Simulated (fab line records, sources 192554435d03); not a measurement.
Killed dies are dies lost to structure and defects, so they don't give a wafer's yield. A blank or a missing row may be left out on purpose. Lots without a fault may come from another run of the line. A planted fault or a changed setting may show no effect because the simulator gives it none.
Chamber matching | flow n5_finfet | N5_BEOL_M0_SAQP_ALD_48 on ald_sin-01: 4 sister chambers
The step deposits SiO2, target thk 20 nm, pulse time 1 s, co reactant pulse time 1 s. 8 wafers are shown with their chamber, then 7 later ones without.

WAFERS WITH THEIR CHAMBER
wafer  | chamber | heater_power_w (W) | chamber_pressure_Torr (Torr)
L085.1 | 0       | 86                 | 2.002
L088.1 | 2       | 72                 | 2.000
L088.4 | 3       | 74                 | 2.000
L088.5 | 2       | 72                 | 1.999
L089.1 | 0       | 86                 | 1.996
L089.6 | 1       | 75                 | 2.010
L090.3 | 3       | 75                 | 1.994
L090.4 | 1       | 75                 | 2.002

WAFERS WITHOUT THEIR CHAMBER
wafer  | heater_power_w (W) | chamber_pressure_Torr (Torr)
L090.6 | 76                 | 1.999
L091.2 | 74                 | 2.002
L091.3 | 86                 | 2.005
L091.5 | 75                 | 1.997
L094.2 | 72                 | 2.000
L094.3 | 72                 | 2.004
L094.6 | 73                 | 2.008

WHICH CHAMBER EACH WENT THROUGH
wafer  | from the rows above     | in truth
L090.6 | can't be placed: 1 or 3 | 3
L091.2 | can't be placed: 3 or 1 | 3
L091.3 | 0                       | 0
L091.5 | can't be placed: 3 or 1 | 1
L094.2 | 2                       | 2
L094.3 | 2                       | 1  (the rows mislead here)
L094.6 | can't be placed: 2 or 3 | 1
Placed correctly: 2 of 7. Can't be placed from these rows: 4 (the true chamber is among the candidates in 3). Placed wrongly: 1.
How it was worked out, from the rows above alone: a wafer's distance from a chamber is the root of the sum, over the readings, of the square of ((its reading less the chamber's mean) divided by the reading's scatter). The wafer belongs to the nearest chamber; if the next one is less than 2 further off, it can't be placed. A chamber's mean is the mean of its shown wafers. The scatter: the root of (the sum of the squares of (reading less its chamber's mean) over the shown wafers, divided by (wafers less chambers)).
